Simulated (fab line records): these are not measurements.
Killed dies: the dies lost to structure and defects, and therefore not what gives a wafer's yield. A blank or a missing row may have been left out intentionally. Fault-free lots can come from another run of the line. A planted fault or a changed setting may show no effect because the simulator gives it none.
The same fault as seen by 2 desks -- flow n5_finfet -- numbers are kept per desk, each desk with only its own; the story behind them comes last

== FROM THE METROLOGY DESK ==
What the gauges read, lot by lot, whatever tool the lot ran on: means of the sampled wafers that have a number. Marked OUT: a lot whose mean sits more than 4 standard deviations from the usual mean, which makes it out of limits; the brackets give that distance. Of its 12 readings 7 are shown: those that lie furthest out on some lot.
Columns: A = DIBL_P at N5_BEOL_M4_RC_MEAS_101, usual 36.0 mV/V; B = IOFF_N at N5_BEOL_M4_RC_MEAS_101, usual 0.16 nA/um; C = ION_N at N5_BEOL_M4_RC_MEAS_101, usual 675 uA/um; D = SS_N at N5_BEOL_M4_RC_MEAS_101, usual 71.5 mV/dec; E = SS_P at N5_BEOL_M4_RC_MEAS_101, usual 73.3 mV/dec; F = VT_N at N5_BEOL_M4_RC_MEAS_101, usual 250 mV; G = VT_P at N5_BEOL_M4_RC_MEAS_101, usual -250 mV
lot,first seen here,A,B,C,D,E,F,G
L989,day 3 07:58,39.7,0.21,698,71.6,74.5,243,-250
L101,day 6 08:43,34.9,0.20,662,73.1,73.1,253,-255
L108,day 8 01:32,34.7,0.13,678,71.7,72.5,252,-249
This desk's finding: nothing out of limits on any of the 3 lots.

== AT THE TOOL OWNER'S DESK: vapor_etch-02 ==
The tool's own readings at N5_STI_FIN_REVEAL_RECESS_09 (chemistry HF/NH3, target SiO2, afs cycles 11, target depth 42.5 nm, sublimation time 60 s): means of the sampled wafers that have a number, for each lot that ran on this tool. Marked OUT: a lot whose mean sits more than 4 standard deviations from the usual mean, which makes it out of limits; the brackets give that distance.
Columns: A = drypump_motor_current_A at N5_STI_FIN_REVEAL_RECESS_09, usual 5.9 A
lot,first seen here,A
L989,day 3 05:16,6.1
L101,day 6 06:01,6.1
This desk's finding: nothing out of limits on any of the 2 lots.

== ALL TOGETHER ==
Nothing out of limits was seen by the metrology desk.
The desk of the tool owner found nothing out of limits.

== WHAT WAS PUT IN BY THE SIMULATOR ==
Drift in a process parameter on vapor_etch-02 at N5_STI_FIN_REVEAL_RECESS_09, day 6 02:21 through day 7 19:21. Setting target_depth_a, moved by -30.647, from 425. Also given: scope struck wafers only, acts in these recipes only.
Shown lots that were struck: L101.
